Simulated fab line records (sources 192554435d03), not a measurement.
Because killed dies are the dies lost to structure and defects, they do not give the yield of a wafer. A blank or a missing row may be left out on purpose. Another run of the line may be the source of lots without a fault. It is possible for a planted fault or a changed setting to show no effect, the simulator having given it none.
Which tool is to blame?	flow n5_finfet	60 wafers from 20 lots sampled at 4 of the route's 1938 steps

## WHAT THE GAUGES READ, wafer by wafer
N5_DUMMY_GATE_INSPECT_17: inspects for defects (brightfield).
lot	measured	on	raw_defect_count
L074	day 2 23:31	defect_inspect-02	208 126 175
L075	day 3 04:46	defect_inspect-01	146 152 157
L076	day 3 11:20	defect_inspect-01	220 234 216
L077	day 3 15:40	defect_inspect-02	189 201 168
L078	day 3 23:34	defect_inspect-02	273 306 356
L079	day 4 04:52	defect_inspect-01	190 223 142
L080	day 4 16:01	defect_inspect-02	271 171 184
L081	day 4 19:56	defect_inspect-02	167 212 205
L082	day 5 00:40	defect_inspect-01	179 203 139
L084	day 5 09:42	defect_inspect-02	186 226 220
L085	day 5 19:16	defect_inspect-01	126 199 225
L086	day 5 21:51	defect_inspect-01	132 143 165
L088	day 6 09:48	defect_inspect-02	170 182 199
L090	day 6 22:35	defect_inspect-01	207 161 171
L091	day 7 04:44	defect_inspect-01	193 244 243
L092	day 7 09:55	defect_inspect-01	363 273 269
L093	day 7 16:44	defect_inspect-02	240 166 166
L095	day 8 03:41	defect_inspect-02	290 306 368
L096	day 8 09:13	defect_inspect-02	157 205 195
L097	day 8 17:34	defect_inspect-01	252 256 281

## TOOL THAT RAN EACH LOT (tool first, then ch and the chambers of the sampled wafers, then the start)
lot	N5_STI_FIN_REVEAL_ETCHBACK_08	N5_STI_FIN_REVEAL_STRIP_24	N5_DUMMY_GATE_ALD_02
L074	rie_diel-01 ch 0,1,2, day 2 11:45	rie_diel-01 ch 0,1,2, day 2 11:47	ald_sin-04 ch 0,1,2, day 2 14:55
L075	rie_diel-06 ch 0,3, day 2 17:01	rie_diel-06 ch 0,3, day 2 17:03	ald_sin-03 ch 0,2,3, day 2 20:09
L076	rie_diel-01 ch 0,2,3, day 2 23:40	rie_diel-01 ch 0,2,3, day 2 23:41	ald_sin-03 ch 0,2,3, day 3 02:47
L077	rie_diel-01 ch 0,2, day 3 04:02	rie_diel-01 ch 0,2, day 3 04:05	ald_sin-01 ch 0,2,3, day 3 07:11
L078	rie_diel-01 ch 1,3, day 3 11:44	rie_diel-01 ch 1,3, day 3 11:46	ald_sin-03 ch 1,2, day 3 15:05
L079	rie_diel-02 ch 0,1, day 3 16:46	rie_diel-02 ch 0,1, day 3 16:48	ald_sin-03 ch 1,2, day 3 20:10
L080	rie_diel-06 ch 0,1, day 3 22:46	rie_diel-06 ch 0,1, day 3 22:49	ald_sin-04 ch 0,2,3, day 4 01:55
L081	rie_diel-02 ch 0,1,2, day 4 04:46	rie_diel-02 ch 0,1,2, day 4 04:47	ald_sin-03 ch 0,1,3, day 4 07:54
L082	rie_diel-01 ch 1,2, day 4 11:15	rie_diel-01 ch 1,2, day 4 11:17	ald_sin-04 ch 1,2, day 4 14:28
L084	rie_diel-01 ch 0,1,2, day 4 21:55	rie_diel-01 ch 0,1,2, day 4 21:57	ald_sin-01 ch 1,2,3, day 5 01:05
L085	rie_diel-06 ch 0,1, day 5 05:09	rie_diel-06 ch 0,1, day 5 05:11	ald_sin-04 ch 1,2,3, day 5 08:49
L086	rie_diel-01 ch 1,2,3, day 5 10:11	rie_diel-01 ch 1,2,3, day 5 10:14	ald_sin-04 ch 2,3, day 5 13:22
L088	rie_diel-01 ch 0,1,3, day 5 22:04	rie_diel-01 ch 0,1,3, day 5 22:07	ald_sin-04 ch 0,1,3, day 6 01:20
L090	rie_diel-02 ch 1,2, day 6 10:35	rie_diel-02 ch 1,2, day 6 10:37	ald_sin-01 ch 0,3, day 6 14:03
L091	rie_diel-01 ch 0,1,2, day 6 16:59	rie_diel-01 ch 0,1,2, day 6 17:01	ald_sin-01 ch 1,2,3, day 6 20:07
L092	rie_diel-06 ch 0,1,3, day 6 22:15	rie_diel-06 ch 0,1,3, day 6 22:17	ald_sin-03 ch 0,1, day 7 01:25
L093	rie_diel-02 ch 0,1,3, day 7 05:07	rie_diel-02 ch 0,1,3, day 7 05:09	ald_sin-01 ch 2,3, day 7 08:15
L095	rie_diel-06 ch 0,2, day 7 16:05	rie_diel-06 ch 0,2, day 7 16:07	ald_sin-03 ch 0,1,2, day 7 19:13
L096	rie_diel-02 ch 0,1,2, day 7 21:34	rie_diel-02 ch 0,1,2, day 7 21:35	ald_sin-03 ch 0,2,3, day 8 00:43
L097	rie_diel-06 ch 0,1, day 8 04:07	rie_diel-06 ch 0,1, day 8 04:09	ald_sin-01 ch 0,2,3, day 8 07:15
- N5_STI_FIN_REVEAL_ETCHBACK_08: etches SiO2 in C4F6/O2, target depth 30.5 nm, time 10.167 s.
- N5_STI_FIN_REVEAL_STRIP_24: strips in N2/H2, time 90 s.
- N5_DUMMY_GATE_ALD_02: deposits SiO2, target thk 2 nm, pulse time 1 s.

## AS READ BY THE TOOLS THEMSELVES (means over the sampled wafers that have a number; for cases with no such wafer, the mark the record gives instead)
N5_STI_FIN_REVEAL_ETCHBACK_08.
lot	tool	drypump_motor_current_A (A)	oes_ar_750_au (a.u.)	oes_product_au (a.u.)	rf_fwd_power_W (W)	rf_vpp_V (V)	showerhead_plenum_p_Torr (Torr)	throttle_valve_pct (%)
L074	rie_diel-01	5.0	0.78	0.78	341.5	660	2.71	21.24
L075	rie_diel-06	6.1	0.75	0.75	339.8	672	2.88	21.21
L076	rie_diel-01	5.2	0.73	0.72	342.1	662	2.76	21.29
L077	rie_diel-01	4.9	0.76	0.76	342.3	659	2.67	21.27
L078	rie_diel-01	5.4	0.78	0.78	341.0	663	2.82	21.34
L079	rie_diel-02	5.6	0.85	0.85	340.4	667	3.01	21.38
L080	rie_diel-06	5.8	0.83	0.83	340.9	666	2.91	21.24
L081	rie_diel-02	5.6	0.80	0.80	340.3	670	2.94	21.35
L082	rie_diel-01	5.0	0.78	0.78	342.6	658	2.68	21.34
L084	rie_diel-01	5.1	0.76	0.76	341.3	660	2.70	21.27
L085	rie_diel-06	6.1	0.76	0.75	340.5	660	2.81	21.41
L086	rie_diel-01	5.3	0.75	0.74	341.8	660	2.77	21.39
L088	rie_diel-01	5.3	0.73	0.72	341.4	662	2.79	21.31
L090	rie_diel-02	5.4	0.74	0.74	339.3	671	2.87	21.34
L091	rie_diel-01	5.1	0.75	0.75	341.2	659	2.69	21.29
L092	rie_diel-06	6.1	0.82	0.82	339.0	666	2.83	21.23
L093	rie_diel-02	5.7	0.79	0.78	342.1	667	2.93	21.25
L095	rie_diel-06	5.7	0.79	0.79	339.5	667	2.95	21.22
L096	rie_diel-02	5.6	0.77	0.77	339.8	670	2.92	21.39
L097	rie_diel-06	6.1	0.93	0.93	340.9	667	3.02	21.22

N5_STI_FIN_REVEAL_STRIP_24.
lot	tool	drypump_motor_current_A (A)	n2_flow_sccm (sccm)	oes_product_au (a.u.)	rf_vpp_V (V)	showerhead_plenum_p_Torr (Torr)	throttle_valve_pct (%)
L074	rie_diel-01	5.1	299.3	0.78	44.6	3.22	12.30
L075	rie_diel-06	6.1	299.3	0.75	44.5	3.41	12.27
L076	rie_diel-01	5.2	299.4	0.73	44.5	3.28	12.39
L077	rie_diel-01	5.0	299.4	0.76	44.9	3.16	12.33
L078	rie_diel-01	5.4	299.9	0.78	45.1	3.34	12.38
L079	rie_diel-02	5.6	300.0	0.86	45.5	3.57	12.30
L080	rie_diel-06	5.9	300.0	0.83	45.9	3.45	12.22
L081	rie_diel-02	5.6	299.7	0.80	45.4	3.49	12.33
L082	rie_diel-01	5.0	300.1	0.79	44.7	3.17	12.35
L084	rie_diel-01	5.1	299.9	0.77	44.7	3.21	12.35
L085	rie_diel-06	6.1	299.9	0.75	44.7	3.32	12.48
L086	rie_diel-01	5.3	300.3	0.74	44.4	3.28	12.44
L088	rie_diel-01	5.3	299.7	0.73	45.2	3.32	12.42
L090	rie_diel-02	5.4	301.0	0.74	46.2	3.41	12.42
L091	rie_diel-01	5.1	300.3	0.75	44.9	3.20	12.37
L092	rie_diel-06	6.1	299.8	0.82	45.7	3.35	12.22
L093	rie_diel-02	5.7	300.4	0.79	45.8	3.48	12.30
L095	rie_diel-06	5.7	299.2	0.79	45.3	3.49	12.21
L096	rie_diel-02	5.6	299.7	0.76	45.5	3.47	12.41
L097	rie_diel-06	6.1	298.7	0.93	45.2	3.58	12.11

N5_DUMMY_GATE_ALD_02.
lot	tool	heater_power_w (W)	precursor_pulse_height_rel
L074	ald_sin-04	541	1.003
L075	ald_sin-03	478	1.007
L076	ald_sin-03	485	1.039
L077	ald_sin-01	443	0.997
L078	ald_sin-03	475	0.995
L079	ald_sin-03	468	0.987
L080	ald_sin-04	544	1.023
L081	ald_sin-03	473	1.000
L082	ald_sin-04	530	1.018
L084	ald_sin-01	477	0.994
L085	ald_sin-04	535	0.997
L086	ald_sin-04	546	1.007
L088	ald_sin-04	550	1.012
L090	ald_sin-01	477	0.998
L091	ald_sin-01	479	1.017
L092	ald_sin-03	463	0.987
L093	ald_sin-01	502	1.025
L095	ald_sin-03	462	0.979
L096	ald_sin-03	489	0.996
L097	ald_sin-01	443	0.997

## THE ANSWER, worked out from the rows above alone
Rule: usual is defined by the lots themselves. The widest of any qualifying gaps counts: lots, ordered by their means at a reading, are off when they make up no more than a third of the lots, leave a main group of 4 or more, and stand apart from it by 3 or more times the standard deviation of that group's means. A main group whose means are all the same, to the digits that the tables above print for the reading, isn't used. Also off: a lot with no number at a reading for which 4 or more lots have one. Any other lot the step has rows for is counted as sound. After the gauges, taken in route order, come the tools' own readings; for these a lot's mean is taken, as printed above. At the first step where some lot is off, the reading lying furthest off is the one used; lots without a number count as furthest.
No lot is off at any reading shown: from this, nothing can be told.

## WHAT HAD BEEN PUT IN BY THE SIMULATOR
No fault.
